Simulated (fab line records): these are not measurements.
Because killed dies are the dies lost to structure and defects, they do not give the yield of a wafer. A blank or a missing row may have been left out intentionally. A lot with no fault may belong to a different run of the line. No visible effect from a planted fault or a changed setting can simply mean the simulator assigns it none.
Chamber matching | flow nand harc | rie diel-05 running NHARC_P_GATE_STRIP_101: 4 sister chambers
The step strips in O2, time 20 s. 8 wafers are shown with their chamber, then 8 later ones without.

WAFERS, EACH WITH ITS CHAMBER
wafer  | chamber | showerhead plenum p Torr (Torr) | drypump motor current A (A)
L665.6 | 0       | 3.48                            | 5.5
L666.6 | 0       | 3.48                            | 5.5
L667.6 | 3       | 3.50                            | 5.5
L670.2 | 1       | 3.61                            | 6.5
L677.2 | 2       | 3.77                            | 6.1
L677.4 | 3       | 3.50                            | 5.6
L677.5 | 2       | 3.77                            | 6.2
L678.1 | 1       | 3.60                            | 6.6

WAFERS WHOSE CHAMBER IS MISSING
wafer  | showerhead plenum p Torr (Torr) | drypump motor current A (A)
L678.3 | 3.47                            | 5.5
L678.6 | 3.61                            | 6.6
L679.1 | 3.47                            | 5.5
L679.3 | 3.77                            | 6.1
L679.4 | 3.60                            | 6.6
L680.2 | 3.47                            | 5.5
L680.3 | 3.77                            | 6.1
L680.5 | 3.50                            | 5.6

THE CHAMBER EACH PASSED THROUGH
wafer  | from the rows above | in truth
L678.3 | 0                   | 0
L678.6 | 1                   | 1
L679.1 | 0                   | 0
L679.3 | 2                   | 2
L679.4 | 1                   | 1
L680.2 | 0                   | 0
L680.3 | 2                   | 2
L680.5 | 3                   | 3
Correctly placed: 8 of 8. Not placeable from these rows: 0. 0 placed wrongly.
How it was worked out, from the rows above alone: a wafer's distance from a chamber is the root of the sum, over the readings, of the square of ((its reading less the chamber's mean) divided by the reading's scatter). If the next closest chamber is less than 2 further off than the closest, the wafer can't be placed; otherwise it belongs to the closest. A chamber's mean is the mean of its shown wafers. The scatter: take each reading less its chamber's mean, square it, sum over the shown wafers, divide by the number of wafers less the number of chambers, and take the root.
